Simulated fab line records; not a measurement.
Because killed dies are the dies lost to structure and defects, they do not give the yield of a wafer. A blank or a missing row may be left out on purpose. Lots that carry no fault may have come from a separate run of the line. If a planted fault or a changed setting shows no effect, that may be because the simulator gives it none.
fab line records	flow n5-finfet
[record] lots = 24	wafers = 72	last-day = 18
route steps=1938 shown BEOL_M5@1152 BEOL_M6@1195
lots untouched by any fault: they come from a run of this same line in which no faults occurred
start-h: hours from the record's first day to the start of the lot's first wafer shown	wait-h: hours since the lot's step before	" repeats the value in the row above	L1.1+2: several wafers, shown together as one row	- no value, or no start given	* or withheld: withheld	< > ~ a bound
route shown NAME@n: a module of which the file shows steps, and the number in the route of the first	usual: mean/standard deviation of fault-free wafers	same: alike in all rows	chamber/n: place in a boat	sites: each site's reading	_std_site: standard deviation of those values	_edge_site: inner sites' mean taken away from outer sites' mean	radius-mm: for every site, how far away it sits from the centre of the wafer	mask NAME#n: copy n	behind: tool/chamber where the wafer was last shaped	hold: cause of the lot's hold/its duration in hours/its outcome	device: the transistor (n, p or np) that didn't switch	end of line: the same wafers' tests at the end of the route	a step with no rows: only its recipe	killed: not the wafer's yield, but the dies lost to structure and defects at the first sort	map: the dies of a wafer, with x for killed, . for not killed, _ for no die there
set.NAME: the setting that was run; set.NAME@STEP: the one run at that earlier step	model.NAME: the simulator's own value behind a step, which no gauge read
the route's steps for a sample of lots (tables are steps, rows are wafers)
services: from which hour (start-h, from the record's first day; less than 0 if before it) a tool's chamber was out of use, for how many hours, and why
[[steps]]
[step N5_BEOL_M5_ETCH_75]
[recipe] chemistry = N2/H2	target = underlayer	target-depth-a = 65	mask-material = CAR-EUV	time-s = 5.2	ion-energy-ev = 200	pressure-mtorr = 30	source-w = 840	bias-w = 150	n2-flow-sccm = 200	h2-flow-sccm = 200	ends = cleared
[usual] chamber-pressure-mTorr = 30.00/0.042	drypump-motor-current-A = 5.5/0.41	etch-rf-on-time-s = 5.15/0.091	h2-flow-sccm = 200.0/0.57	n2-flow-sccm = 200.0/0.62	oes-product-au = 0.71/0.062	rf-vpp-V = 525.2/2.7	showerhead-plenum-p-Torr = 2.59/0.092	throttle-valve-pct = 17.83/0.23
lot.wafer	tool	chamber	start-h	wait-h	chamber-pressure-mTorr	drypump-motor-current-A	etch-rf-on-time-s	h2-flow-sccm	n2-flow-sccm	oes-product-au	rf-hours-counter-h	rf-vpp-V	showerhead-plenum-p-Torr	throttle-valve-pct
L074.1	rie-diel-01	3	173.38	0.0	29.97	5.4	5.01	199.3	200.3	0.76	43	525.4	2.59	17.71
L074.2	"	0	"	"	29.87	5.1	5.23	200.5	200.2	0.74	43	527.5	2.70	17.91
L074.6	"	1	"	"	29.99	6.0	5.25	199.0	199.2	0.75	-	528.7	2.70	17.35
L075.1	rie-diel-04	1	176.80	0.0	30.03	5.8	5.28	200.0	198.5	0.70	68	525.1	2.47	17.58
L075.4	"	3	"	"	29.99	6.5	5.21	199.9	199.6	0.60	213	521.5	2.41	17.91
L075.5	"	0	"	"	30.03	5.8	5.17	200.6	199.7	0.58	-	524.8	2.61	18.02
L076.1	rie-diel-01	1	181.45	0.0	29.90	6.0	5.19	199.8	200.4	0.74	31	529.1	2.70	17.32
L076.2	"	3	"	"	29.96	5.4	4.93	199.7	200.7	0.77	45	525.8	2.59	17.74
L076.4	"	0	"	"	30.06	5.1	5.17	200.0	199.3	0.75	46	530.8	2.70	17.90
L078.3	rie-diel-01	0	183.89	0.0	30.00	5.1	5.18	199.3	199.5	0.73	46	528.2	2.70	17.91
L078.5	"	0	"	"	29.97	5.0	5.20	198.9	200.3	0.74	-	526.7	2.70	17.91
L078.6	"	3	"	"	30.00	5.4	4.97	200.2	200.7	0.75	-	525.2	2.59	17.73
L077.2	rie-diel-01	0	188.14	0.0	29.93	5.1	5.09	200.3	199.8	0.74	47	528.4	2.70	17.90
L077.5	"	0	"	"	30.07	5.1	5.17	200.1	200.6	0.74	-	526.1	2.70	17.92
L077.6	"	1	"	"	30.06	6.0	5.11	200.6	200.4	0.74	-	527.9	2.70	17.35
L079.2	rie-diel-04	0	200.64	0.0	30.00	5.8	5.30	199.6	200.5	0.57	250	527.8	2.61	18.02
L079.4	"	0	"	"	30.00	5.8	5.19	199.7	199.5	0.58	-	525.2	2.61	18.06
L079.5	"	2	"	"	29.98	5.7	5.17	200.2	200.4	0.58	-	526.5	2.61	18.05
L080.3	rie-diel-03	1	211.27	0.0	30.11	5.9	5.27	199.3	200.1	0.74	51	525.6	2.57	17.70
L080.5	"	0	"	"	30.04	5.2	5.23	199.7	199.7	0.59	-	522.1	2.40	18.13
L080.6	"	3	"	"	30.09	4.7	5.24	200.7	199.8	0.72	-	521.9	2.48	18.00
L081.1	rie-diel-04	1	225.73	0.0	30.03	5.7	5.27	199.4	199.5	0.70	88	522.8	2.47	17.61
L081.3	"	2	"	"	30.04	5.8	5.23	199.7	200.3	0.58	245	523.5	2.60	18.05
L081.5	"	1	"	"	30.01	5.7	5.26	199.3	199.6	0.69	-	520.9	2.47	17.61
L084.2	rie-diel-01	0	228.26	0.0	30.03	5.1	5.19	200.6	201.2	0.73	63	527.6	2.69	17.97
L084.3	"	1	"	"	30.01	6.0	5.19	199.7	200.1	0.72	47	527.1	2.69	17.37
L084.6	"	0	"	"	29.96	5.1	5.23	199.5	200.5	0.72	-	527.4	2.69	17.93
L082.1	rie-diel-03	3	229.94	0.0	30.04	4.8	5.20	200.4	200.4	0.69	69	522.8	2.47	18.00
L082.4	"	3	"	"	29.99	4.7	5.28	199.7	199.7	0.70	-	521.2	2.47	18.02
L082.5	"	1	"	"	30.09	5.9	5.21	200.4	200.5	0.71	-	524.3	2.57	17.71
L083.2	rie-diel-01	3	230.41	0.0	30.10	5.4	4.99	199.6	199.1	0.72	63	524.7	2.58	17.80
L083.5	"	2	"	"	29.95	5.5	5.10	200.6	200.3	0.83	-	522.3	2.50	17.67
L083.6	"	1	"	"	30.09	6.0	5.11	199.4	201.4	0.73	-	528.2	2.69	17.37
L085.1	rie-diel-01	3	235.65	0.0	30.00	5.4	5.03	200.6	198.9	0.73	65	524.1	2.58	17.77
L085.5	"	1	"	"	29.98	6.0	5.20	200.1	200.3	0.72	-	528.1	2.69	17.38
L085.6	"	0	"	"	30.04	5.1	5.16	200.0	200.0	0.72	-	526.3	2.69	17.92
L087.1	rie-diel-03	3	235.94	0.0	29.95	4.8	5.20	199.4	199.1	0.70	73	524.0	2.47	18.01
L087.3	"	2	"	"	29.98	5.4	5.21	200.9	199.9	0.69	103	528.5	2.67	18.12
L087.5	"	3	"	"	30.04	4.8	5.36	199.9	199.6	0.69	-	520.1	2.47	18.03
L086.1	rie-diel-01	3	236.77	0.0	29.95	5.4	5.00	199.4	199.6	0.73	66	523.0	2.58	17.76
L086.2	"	2	"	"	29.92	5.5	5.16	199.4	200.5	0.82	6	522.5	2.50	17.67
L086.3	"	1	"	"	30.05	5.9	5.26	199.8	199.5	0.70	52	525.7	2.69	17.38
L089.1	rie-diel-01	1	266.02	0.0	30.01	6.0	5.20	199.2	199.1	0.70	63	525.7	2.68	17.39
L089.2	"	2	"	"	30.00	5.6	5.09	200.1	199.9	0.79	16	522.3	2.50	17.69
L089.5	"	0	"	"	29.97	5.0	5.21	200.9	199.5	0.70	-	526.1	2.68	17.95
L088.2	rie-diel-03	2	266.29	0.0	29.99	5.4	5.17	200.0	199.9	0.68	112	526.7	2.66	18.15
L088.3	"	1	"	"	29.94	5.9	5.22	199.9	200.3	0.70	71	524.6	2.56	17.76
L088.5	"	2	"	"	29.99	5.4	5.16	199.2	199.6	0.67	-	527.5	2.66	18.13
L090.3	rie-diel-03	0	269.31	0.0	30.05	5.2	5.03	199.3	200.6	0.79	10	527.9	2.72	17.69
L090.5	"	3	"	"	29.98	4.8	5.19	199.1	200.4	0.69	-	522.0	2.47	18.04
L090.6	"	2	"	"	29.98	5.4	5.19	199.6	200.9	0.69	-	526.5	2.66	18.15
L091.2	rie-diel-01	1	274.68	0.0	30.04	6.0	5.19	199.6	200.7	0.69	65	525.6	2.68	17.39
L091.4	"	2	"	"	29.96	5.6	5.14	199.9	199.8	0.79	19	521.8	2.50	17.70
L091.5	"	3	"	"	30.01	5.4	5.02	201.0	200.2	0.72	-	526.0	2.57	17.81
L092.2	rie-diel-03	3	275.15	0.0	29.94	4.8	5.21	199.0	199.9	0.68	87	521.1	2.47	18.05
L092.3	"	1	"	"	30.02	5.9	5.16	199.7	199.7	0.71	74	526.1	2.56	17.77
L092.5	"	0	"	"	30.00	5.3	5.02	200.0	199.5	0.79	-	528.8	2.72	17.70
L093.1	rie-diel-01	2	287.09	0.0	29.98	5.5	5.10	199.4	201.5	0.79	22	522.5	2.50	17.71
L093.3	"	1	"	"	30.07	6.0	5.17	199.8	199.5	0.70	69	527.4	2.68	17.40
L093.6	"	3	"	"	29.95	5.4	4.93	201.4	199.5	0.71	-	526.0	2.57	17.80
L095.3	rie-diel-04	0	291.26	0.0	30.00	5.8	5.18	198.9	200.5	0.79	11	524.8	2.60	17.63
L095.4	"	2	"	"	30.00	5.8	5.12	200.4	199.5	0.84	3	526.3	2.60	17.59
L095.5	"	2	"	"	29.94	5.8	5.07	200.5	200.1	0.83	-	524.8	2.60	17.58
L094.2	rie-diel-01	0	300.46	0.0	30.05	5.1	5.15	201.0	200.9	0.71	85	529.8	2.68	17.97
L094.3	"	2	"	"	30.03	5.5	5.15	199.7	200.7	0.77	27	521.0	2.49	17.70
L094.5	"	3	"	"	30.02	5.4	4.99	200.4	200.3	0.70	-	524.5	2.57	17.82
L097.1	rie-diel-01	2	309.56	0.0	30.00	5.6	5.15	200.2	200.3	0.75	31	520.1	2.49	17.72
L097.2	"	0	"	"	30.05	5.1	5.19	199.5	200.1	0.70	90	528.7	2.68	17.98
L097.3	"	3	"	"	30.04	5.4	4.93	199.6	199.4	0.70	90	525.3	2.57	17.82
L096.3	rie-diel-03	2	317.74	0.0	29.98	5.4	5.15	200.2	199.1	0.68	126	525.6	2.66	18.18
L096.4	"	1	"	"	30.01	5.9	5.16	200.4	201.3	0.70	85	525.7	2.56	17.77
L096.5	"	3	"	"	30.02	4.8	5.27	199.0	199.1	0.69	-	520.8	2.46	18.06
[step N5_BEOL_M5_CD_MEAS_35]
[recipe] target-cd-nm = 28	target-cd-y-nm = 24	polarity = opening
[usual] cd-nm = 28.1/0.31
lot.wafer	tool	chamber	start-h	wait-h	cd-nm
L074.1	cd-sem-01	-	173.93	0.0	28.3
L074.2	"	-	"	"	27.9
L074.6	"	-	"	"	27.9
L075.1	cd-sem-03	-	177.34	0.0	28.5
L075.4	"	-	"	"	28.2
L075.5	"	-	"	"	28.6
L076.1	cd-sem-03	-	181.99	0.0	28.1
L076.2	"	-	"	"	28.3
L076.4	"	-	"	"	27.9
L078.3	cd-sem-03	-	184.43	0.0	28.5
L078.5	"	-	"	"	28.0
L078.6	"	-	"	"	28.3
L077.2	cd-sem-02	-	188.68	0.0	28.2
L077.5	"	-	"	"	27.8
L077.6	"	-	"	"	28.1
L079.2	cd-sem-02	-	201.19	0.0	27.4
L079.4	"	-	"	"	28.0
L079.5	"	-	"	"	28.2
L080.3	cd-sem-02	-	211.83	0.0	28.1
L080.5	"	-	"	"	28.1
L080.6	"	-	"	"	27.6
L081.1	cd-sem-01	-	226.28	0.0	28.0
L081.3	"	-	"	"	27.7
L081.5	"	-	"	"	27.9
L084.2	cd-sem-03	-	228.81	0.0	28.1
L084.3	"	-	"	"	28.0
L084.6	"	-	"	"	27.9
L082.1	cd-sem-03	-	230.48	0.0	28.5
L082.4	"	-	"	"	28.6
L082.5	"	-	"	"	27.7
L083.2	cd-sem-01	-	230.95	0.0	28.0
L083.5	"	-	"	"	28.4
L083.6	"	-	"	"	27.9
L085.1	cd-sem-01	-	236.29	0.0	28.5
L085.5	"	-	"	"	28.2
L085.6	"	-	"	"	28.0
L087.1	cd-sem-01	-	236.49	0.0	27.9
L087.3	"	-	"	"	28.1
L087.5	"	-	"	"	28.1
L086.1	cd-sem-01	-	237.30	0.0	28.3
L086.2	"	-	"	"	28.3
L086.3	"	-	"	"	28.1
L089.1	cd-sem-01	-	266.56	0.0	28.3
L089.2	"	-	"	"	28.0
L089.5	"	-	"	"	28.5
L088.2	cd-sem-03	-	266.83	0.0	28.2
L088.3	"	-	"	"	28.0
L088.5	"	-	"	"	28.4
L090.3	cd-sem-03	-	269.86	0.0	27.5
L090.5	"	-	"	"	27.0
L090.6	"	-	"	"	27.0
L091.2	cd-sem-01	-	275.21	0.0	27.6
L091.4	"	-	"	"	27.8
L091.5	"	-	"	"	27.9
L092.2	cd-sem-03	-	275.69	0.0	28.5
L092.3	"	-	"	"	28.3
L092.5	"	-	"	"	28.0
L093.1	cd-sem-03	-	287.64	0.0	27.4
L093.3	"	-	"	"	28.2
L093.6	"	-	"	"	28.1
L095.3	cd-sem-02	-	291.80	0.0	27.6
L095.4	"	-	"	"	28.0
L095.5	"	-	"	"	27.9
L094.2	cd-sem-02	-	301.00	0.0	28.0
L094.3	"	-	"	"	28.5
L094.5	"	-	"	"	28.3
L097.1	cd-sem-01	-	310.10	0.0	28.4
L097.2	"	-	"	"	28.5
L097.3	"	-	"	"	28.3
L096.3	cd-sem-01	-	318.28	0.0	27.8
L096.4	"	-	"	"	28.4
L096.5	"	-	"	"	28.3
[step N5_BEOL_M5_CO_CAP_78]
[recipe] material = Co	target-thk-a = 20	temp-c = 200	precursor = CCTBA/H2	pressure-torr = 30	time-s = 102.1
[usual] heater-power-outer-w = 119/12	heater-power-w = 234/14	susceptor-temp-C = 200.00/0.18
lot.wafer	tool	chamber	start-h	wait-h	heater-power-outer-w	heater-power-w	since-wet-clean-h	susceptor-temp-C
L074.1	cvd-co-01	2	182.15	0.0	128	248	264	199.86
L074.2	"	0	"	"	121	250	723	199.95
L074.6	"	2	"	"	126	243	-	199.72
L075.1	cvd-co-02	2	184.57	0.0	137	243	485	200.23
L075.4	"	2	"	"	135	247	-	200.11
L075.5	"	1	"	"	105	224	-	199.91
L076.1	cvd-co-02	1	189.33	0.0	109	223	53	199.88
L076.2	"	2	"	"	137	241	490	199.71
L076.4	"	0	"	"	119	239	-	200.02
L078.3	cvd-co-01	2	191.67	0.0	128	246	274	199.71
L078.5	"	2	"	"	130	243	-	200.09
L078.6	"	0	"	"	120	242	-	199.92
L077.2	cvd-co-02	2	194.99	0.0	134	243	496	199.65
L077.5	"	2	"	"	136	243	-	199.85
L077.6	"	1	"	"	109	219	-	200.26
L079.2	cvd-co-01	1	208.02	0.0	100	211	1187	199.92
L079.4	"	0	"	"	119	246	-	199.94
L079.5	"	2	"	"	128	245	-	199.99
L080.3	cvd-co-01	2	218.31	0.0	124	246	300	199.96
L080.5	"	1	"	"	104	210	-	200.05
L080.6	"	0	"	"	125	245	-	199.75
L081.1	cvd-co-01	2	233.06	0.0	128	245	315	199.94
L081.3	"	0	"	"	122	248	774	199.97
L081.5	"	2	"	"	131	248	-	199.87
L084.2	cvd-co-02	2	235.74	0.0	135	244	536	199.94
L084.3	"	1	"	"	108	217	99	199.91
L084.6	"	2	"	"	141	241	-	199.95
L082.1	cvd-co-02	1	237.33	0.0	108	214	101	200.06
L082.4	"	0	"	"	121	240	-	199.85
L082.5	"	2	"	"	137	240	-	199.90
L083.2	cvd-co-01	0	237.88	0.0	123	247	779	200.24
L083.5	"	0	"	"	124	245	-	200.40
L083.6	"	2	"	"	128	241	-	200.24
L085.1	cvd-co-02	2	242.67	0.0	135	249	543	199.89
L085.5	"	0	"	"	122	238	-	199.85
L085.6	"	2	"	"	132	251	-	199.91
L087.1	cvd-co-02	1	243.10	0.0	109	224	106	200.32
L087.3	"	0	"	"	121	239	1003	199.75
L087.5	"	0	"	"	122	239	-	199.94
L086.1	cvd-co-02	2	248.45	0.0	134	246	549	200.14
L086.2	"	0	"	"	121	243	1008	199.86
L086.3	"	1	"	"	105	226	112	200.25
L089.1	cvd-co-02	0	273.44	0.0	119	240	1033	199.81
L089.2	"	2	"	"	135	250	574	200.09
L089.5	"	0	"	"	121	234	-	200.08
L088.2	cvd-co-01	1	273.51	0.0	102	209	1252	199.83
L088.3	"	0	"	"	123	242	815	200.16
L088.5	"	2	"	"	126	241	-	199.84
L090.3	cvd-co-01	1	277.29	0.0	104	208	1256	200.13
L090.5	"	1	"	"	103	214	-	200.31
L090.6	"	0	"	"	121	242	-	199.83
L091.2	cvd-co-01	0	282.02	0.0	126	247	823	200.31
L091.4	"	0	"	"	120	248	-	200.13
L091.5	"	1	"	"	103	220	-	200.06
L092.2	cvd-co-02	2	282.31	0.0	139	242	583	200.02
L092.3	"	1	"	"	108	217	146	200.17
L092.5	"	1	"	"	109	214	-	199.91
L093.1	cvd-co-01	2	294.22	0.0	130	243	376	200.09
L093.3	"	1	"	"	104	209	1273	199.94
L093.6	"	0	"	"	123	256	-	200.04
L095.3	cvd-co-01	2	298.76	0.0	126	246	381	200.08
L095.4	"	2	"	"	128	240	-	200.23
L095.5	"	1	"	"	101	211	-	200.28
L094.2	cvd-co-01	2	308.15	0.0	131	239	390	199.81
L094.3	"	0	"	"	123	242	849	200.11
L094.5	"	2	"	"	129	243	-	200.03
L097.1	cvd-co-02	0	316.42	0.0	120	242	1076	199.93
L097.2	"	2	"	"	138	246	617	200.02
L097.3	"	1	"	"	109	213	180	199.98
L096.3	cvd-co-01	0	330.32	0.0	126	252	872	199.69
L096.4	"	1	"	"	103	215	-	199.77
L096.5	"	2	"	"	128	244	-	199.79
[step N5_BEOL_M5_RS_MEAS_57]
[recipe] thk-meas-gauge = four-point-probe	reads = Co_of_BEOL_M5_CO_CAP_78+Cu_of_BEOL_M5_ECD_50+Co_of_BEOL_M5_CVD_47+TaN_of_BEOL_M5_ALD_86
[usual] M5_RS = 0.386/0.01
lot.wafer	tool	chamber	start-h	wait-h	M5_RS[ohm/sq]
L074.1	film-metro-02	-	182.35	0.0	0.373
L074.2	"	-	"	"	0.384
L074.6	"	-	"	"	0.390
L075.1	film-metro-02	-	184.75	0.0	0.398
L075.4	"	-	"	"	0.401
L075.5	"	-	"	"	0.393
L076.1	film-metro-01	-	189.51	0.0	0.388
L076.2	"	-	"	"	0.374
L076.4	"	-	"	"	0.379
L078.3	film-metro-02	-	191.86	0.1	0.388
L078.5	"	-	"	"	0.385
L078.6	"	-	"	"	0.374
L077.2	film-metro-01	-	195.17	0.1	0.396
L077.5	"	-	"	"	0.390
L077.6	"	-	"	"	0.379
L079.2	film-metro-01	-	208.21	0.1	0.389
L079.4	"	-	"	"	0.386
L079.5	"	-	"	"	0.381
L080.3	film-metro-02	-	218.50	0.1	0.388
L080.5	"	-	"	"	0.389
L080.6	"	-	"	"	0.391
L081.1	film-metro-02	-	233.24	0.0	0.378
L081.3	"	-	"	"	0.398
L081.5	"	-	"	"	0.382
L084.2	film-metro-01	-	235.93	0.1	0.396
L084.3	"	-	"	"	0.395
L084.6	"	-	"	"	0.397
L082.1	film-metro-02	-	237.51	0.0	0.388
L082.4	"	-	"	"	0.391
L082.5	"	-	"	"	0.400
L083.2	film-metro-02	-	238.06	0.1	0.378
L083.5	"	-	"	"	0.385
L083.6	"	-	"	"	0.385
L085.1	film-metro-01	-	242.85	0.0	0.367
L085.5	"	-	"	"	0.391
L085.6	"	-	"	"	0.376
L087.1	film-metro-02	-	243.28	0.0	0.391
L087.3	"	-	"	"	0.397
L087.5	"	-	"	"	0.393
L086.1	film-metro-01	-	248.63	0.0	0.370
L086.2	"	-	"	"	0.391
L086.3	"	-	"	"	0.394
L089.1	film-metro-01	-	273.62	0.0	0.395
L089.2	"	-	"	"	0.377
L089.5	"	-	"	"	0.395
L088.2	film-metro-02	-	273.69	0.1	0.387
L088.3	"	-	"	"	0.390
L088.5	"	-	"	"	0.383
L090.3	film-metro-01	-	277.47	0.1	0.367
L090.5	"	-	"	"	0.387
L090.6	"	-	"	"	0.392
L091.2	film-metro-01	-	282.20	0.1	0.396
L091.4	"	-	"	"	0.387
L091.5	"	-	"	"	0.378
L092.2	film-metro-02	-	282.49	0.1	0.375
L092.3	"	-	"	"	0.371
L092.5	"	-	"	"	0.352
L093.1	film-metro-02	-	294.40	0.0	0.383
L093.3	"	-	"	"	0.381
L093.6	"	-	"	"	0.371
L095.3	film-metro-01	-	298.95	0.1	0.391
L095.4	"	-	"	"	0.391
L095.5	"	-	"	"	0.384
L094.2	film-metro-01	-	308.33	0.1	0.380
L094.3	"	-	"	"	0.390
L094.5	"	-	"	"	0.379
L097.1	film-metro-02	-	316.63	0.1	0.378
L097.2	"	-	"	"	0.387
L097.3	"	-	"	"	0.371
L096.3	film-metro-02	-	330.52	0.1	0.393
L096.4	"	-	"	"	0.397
L096.5	"	-	"	"	0.393
[step N5_BEOL_M6_CURE_74]
[recipe] temp-c = 385	time-s = 240	ambient = He/Ar	material = SiCOH_lowk
[usual] lamp-power-pct = 52.32/0.056	wafer_temp_C_max = 386.8/0.59
lot.wafer	tool	chamber	start-h	wait-h	lamp-power-pct	wafer_temp_C_max
L074.1	uv-cure-03	0	182.48	0.0	52.33	387.0
L074.2	"	0	"	"	52.26	386.4
L074.6	"	0	"	"	52.28	386.4
L075.1	uv-cure-01	1	184.88	0.0	52.36	386.8
L075.4	"	1	"	"	52.32	387.4
L075.5	"	1	"	"	52.43	387.1
L076.1	uv-cure-02	0	189.64	0.0	52.32	387.6
L076.2	"	0	"	"	52.27	387.1
L076.4	"	0	"	"	52.33	387.3
L078.3	uv-cure-03	0	192.14	0.2	52.43	386.2
L078.5	"	0	"	"	52.28	386.5
L078.6	"	0	"	"	52.34	386.2
L077.2	uv-cure-03	1	195.38	0.1	52.29	387.2
L077.5	"	1	"	"	52.34	387.1
L077.6	"	1	"	"	52.33	386.7
L079.2	uv-cure-03	0	208.41	0.1	52.27	386.6
L079.4	"	0	"	"	52.32	387.3
L079.5	"	0	"	"	52.40	386.2
L080.3	uv-cure-03	0	218.78	0.2	52.38	386.6
L080.5	"	0	"	"	52.27	387.4
L080.6	"	0	"	"	52.32	386.8
L081.1	uv-cure-02	2	233.37	0.0	52.41	386.6
L081.3	"	2	"	"	52.32	386.9
L081.5	"	2	"	"	52.34	386.2
L084.2	uv-cure-02	0	236.13	0.1	52.23	387.2
L084.3	"	0	"	"	52.36	386.9
L084.6	"	0	"	"	52.31	386.8
L082.1	uv-cure-01	1	237.64	0.0	52.32	386.6
L082.4	"	1	"	"	52.34	387.1
L082.5	"	1	"	"	52.29	386.9
L083.2	uv-cure-02	0	238.27	0.1	52.37	387.5
L083.5	"	0	"	"	52.41	387.4
L083.6	"	0	"	"	52.30	387.5
L085.1	uv-cure-03	2	243.00	0.1	52.29	386.5
L085.5	"	2	"	"	52.28	387.2
L085.6	"	2	"	"	52.36	387.8
L087.1	uv-cure-02	0	243.43	0.1	52.39	387.6
L087.3	"	0	"	"	52.30	387.3
L087.5	"	0	"	"	52.28	387.2
L086.1	uv-cure-03	1	248.76	0.0	52.28	387.8
L086.2	"	1	"	"	52.37	388.3
L086.3	"	1	"	"	52.35	386.8
L089.1	uv-cure-01	1	273.75	0.0	52.36	386.7
L089.2	"	1	"	"	52.22	386.1
L089.5	"	1	"	"	52.35	387.1
L088.2	uv-cure-02	2	273.90	0.1	52.33	385.8
L088.3	"	2	"	"	52.41	385.7
L088.5	"	2	"	"	52.30	385.7
L090.3	uv-cure-02	2	277.78	0.2	52.27	386.5
L090.5	"	2	"	"	52.33	386.5
L090.6	"	2	"	"	52.26	386.4
L091.2	uv-cure-02	1	282.43	0.1	52.35	386.6
L091.4	"	1	"	"	52.33	387.1
L091.5	"	1	"	"	52.36	387.2
L092.2	uv-cure-03	2	282.70	0.1	52.47	386.9
L092.3	"	2	"	"	52.28	387.6
L092.5	"	2	"	"	52.33	386.6
L093.1	uv-cure-03	1	294.53	0.0	52.23	387.6
L093.3	"	1	"	"	52.43	387.2
L093.6	"	1	"	"	52.32	386.9
L095.3	uv-cure-02	0	299.23	0.2	52.28	387.2
L095.4	"	0	"	"	52.33	387.2
L095.5	"	0	"	"	52.28	387.2
L094.2	uv-cure-01	0	308.54	0.1	52.36	386.1
L094.3	"	0	"	"	52.42	385.5
L094.5	"	0	"	"	52.36	386.0
L097.1	uv-cure-01	1	316.76	0.0	52.32	386.1
L097.2	"	1	"	"	52.30	386.4
L097.3	"	1	"	"	52.37	386.9
L096.3	uv-cure-02	2	330.83	0.2	52.35	386.2
L096.4	"	2	"	"	52.40	386.1
L096.5	"	2	"	"	52.32	385.9
[step N5_BEOL_M6_INSPECT_13]
[recipe] mode = adi	inspect-instrument = brightfield
[usual] raw-defect-count = 401/85
lot.wafer	tool	chamber	start-h	wait-h	raw-defect-count
L074.1	defect-inspect-02	-	185.33	0.0	418
L074.2	"	-	"	"	316
L074.6	"	-	"	"	369
L075.1	defect-inspect-02	-	186.51	0.0	307
L075.4	"	-	"	"	427
L075.5	"	-	"	"	375
L076.1	defect-inspect-02	-	191.21	0.0	713
L076.2	"	-	"	"	430
L076.4	"	-	"	"	543
L078.3	defect-inspect-01	-	194.92	0.0	378
L078.5	"	-	"	"	484
L078.6	"	-	"	"	292
L077.2	defect-inspect-02	-	198.63	0.0	470
L077.5	"	-	"	"	459
L077.6	"	-	"	"	314
L079.2	defect-inspect-01	-	209.49	0.0	390
L079.4	"	-	"	"	360
L079.5	"	-	"	"	369
L080.3	defect-inspect-01	-	220.26	0.0	430
L080.5	"	-	"	"	346
L080.6	"	-	"	"	318
L081.1	defect-inspect-01	-	236.11	0.0	475
L081.3	"	-	"	"	394
L081.5	"	-	"	"	397
L084.2	defect-inspect-02	-	237.38	0.0	380
L084.3	"	-	"	"	342
L084.6	"	-	"	"	340
L082.1	defect-inspect-02	-	242.70	0.0	331
L082.4	"	-	"	"	240
L082.5	"	-	"	"	351
L083.2	defect-inspect-01	-	242.93	0.0	269
L083.5	"	-	"	"	385
L083.6	"	-	"	"	347
L085.1	defect-inspect-01	-	246.53	0.0	443
L085.5	"	-	"	"	413
L085.6	"	-	"	"	481
L087.1	defect-inspect-02	-	246.57	0.0	296
L087.3	"	-	"	"	313
L087.5	"	-	"	"	424
L086.1	defect-inspect-01	-	251.63	0.0	354
L086.2	"	-	"	"	417
L086.3	"	-	"	"	390
L089.1	defect-inspect-02	-	276.31	0.0	310
L089.2	"	-	"	"	350
L089.5	"	-	"	"	320
L088.2	defect-inspect-01	-	276.47	0.0	479
L088.3	"	-	"	"	432
L088.5	"	-	"	"	300
L090.3	defect-inspect-02	-	281.91	0.0	396
L090.5	"	-	"	"	460
L090.6	"	-	"	"	319
L091.2	defect-inspect-01	-	285.00	0.0	422
L091.4	"	-	"	"	460
L091.5	"	-	"	"	455
L092.2	defect-inspect-01	-	285.22	0.0	345
L092.3	"	-	"	"	434
L092.5	"	-	"	"	426
L093.1	defect-inspect-02	-	296.27	0.0	311
L093.3	"	-	"	"	330
L093.6	"	-	"	"	394
L095.3	defect-inspect-01	-	302.05	0.0	424
L095.4	"	-	"	"	424
L095.5	"	-	"	"	518
L094.2	defect-inspect-02	-	310.41	0.0	491
L094.3	"	-	"	"	565
L094.5	"	-	"	"	590
L097.1	defect-inspect-02	-	318.72	0.0	311
L097.2	"	-	"	"	230
L097.3	"	-	"	"	295
L096.3	defect-inspect-01	-	334.15	0.0	444
L096.4	"	-	"	"	416
L096.5	"	-	"	"	402
[[services]]
tool	chamber	start-h	hours	kind
rie-diel-04	-	150.63	0.2	repair
rie-diel-01	2	163.08	6.8	repair
rie-diel-04	0	179.56	5.8	repair
rie-diel-04	3	185.77	45.5	repair
uv-cure-01	-	191.32	7.5	pm
rie-diel-01	2	199.95	-	clean
rie-diel-01	2	199.95	-	consumable-replace:focus-ring
rie-diel-03	0	219.55	-	clean
cvd-co-02	-	226.67	6.9	pm
uv-cure-03	-	232.22	7.5	pm
rie-diel-04	1	246.44	6.6	repair
rie-diel-04	2	248.61	3.7	repair
uv-cure-03	-	259.64	14.6	pm
cvd-co-01	1	260.99	2.6	repair
uv-cure-01	-	269.13	2.1	pm
rie-diel-01	0	269.66	2.1	repair
rie-diel-01	0	275.75	4.7	repair
rie-diel-03	3	282.13	10.9	repair
rie-diel-03	-	298.97	15.6	pm
cvd-co-02	-	303.49	1.5	repair
cvd-co-02	-	305.01	2.8	pm
rie-diel-01	2	321.53	13.2	repair
rie-diel-04	1	326.25	8.7	repair
rie-diel-04	3	329.91	4.1	repair
[[key]]
fault none
